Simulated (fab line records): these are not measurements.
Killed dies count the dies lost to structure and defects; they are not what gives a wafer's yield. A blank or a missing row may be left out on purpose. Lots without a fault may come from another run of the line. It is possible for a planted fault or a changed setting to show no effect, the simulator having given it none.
Which tool was responsible? ; flow n5_finfet ; 33 wafers from 11 lots sampled at 2 of the route's 1938 steps

## WHAT THE GAUGES SHOWED, per wafer
N5_BEOL_M10_OCD_MEAS_38.
lot;measured;on;trench_depth_nm (nm)
L858;day 10 01:43;ocd-01;147.5 147.4 151.2
L860;day 10 14:17;ocd-02;145.8 150.1 145.0
L863;day 11 07:14;ocd-02;146.0 146.2 150.3
L865;day 12 09:33;ocd-02;145.4 146.1 147.8
L868;day 13 04:28;ocd-02;149.4 150.9 151.5
L871;day 13 09:07;ocd-02;146.0 149.7 151.5
L872;day 13 16:30;ocd-02;147.0 148.7 151.6
L873;day 13 20:24;ocd-02;148.4 149.0 151.8
L875;day 15 01:52;ocd-02;146.1 154.4 145.6
L876;day 15 03:28;ocd-01;146.4 148.5 152.1
L878;day 15 21:33;ocd-01;150.0 147.0 149.9

## EACH LOT AND THE TOOL THAT RAN IT (in order: tool; ch and the chambers of the sampled wafers; start)
lot;N5_BEOL_M10_ETCH_41
L858;rie_diel-04 ch 0,1, day 10 01:43 or earlier
L860;rie_diel-04 ch 1,3, day 10 14:17 or earlier
L863;rie_diel-04 ch 0,1,3, day 11 07:14 or earlier
L865;rie_diel-04 ch 0,1,3, day 12 09:33 or earlier
L868;rie_diel-03 ch 0,2, day 13 04:28 or earlier
L871;rie_diel-04 ch 0,2, day 13 09:07 or earlier
L872;rie_diel-04 ch 0,1,2, day 13 16:30 or earlier
L873;rie_diel-04 ch 1,2, day 13 20:24 or earlier
L875;rie_diel-04 ch 0,3, day 15 01:52 or earlier
L876;rie_diel-04 ch 0,1,2, day 15 03:28 or earlier
L878;rie_diel-03 ch 0,2,3, day 15 21:33 or earlier
- N5_BEOL_M10_ETCH_41: etches SiCN in CH3F/O2, target depth 42.6 nm, time 86 s.

## THE ANSWER, worked out from the rows above alone
Rule: usual is defined by the lots themselves. The widest of any qualifying gaps counts: lots, ordered by their means at a reading, are off when they make up no more than a third of the lots, leave a main group of 4 or more, and stand apart from it by 3 or more times the standard deviation of that group's means. If all means in a main group match to the digits the tables above print for the reading, that group is not used. A lot without any number at a reading at which 4 lots or more have one is off too. Any other lot the step has rows for is counted as sound.
None of the lots is off at any reading shown; this tells nothing.

## WHAT THE SIMULATOR HAD PUT IN
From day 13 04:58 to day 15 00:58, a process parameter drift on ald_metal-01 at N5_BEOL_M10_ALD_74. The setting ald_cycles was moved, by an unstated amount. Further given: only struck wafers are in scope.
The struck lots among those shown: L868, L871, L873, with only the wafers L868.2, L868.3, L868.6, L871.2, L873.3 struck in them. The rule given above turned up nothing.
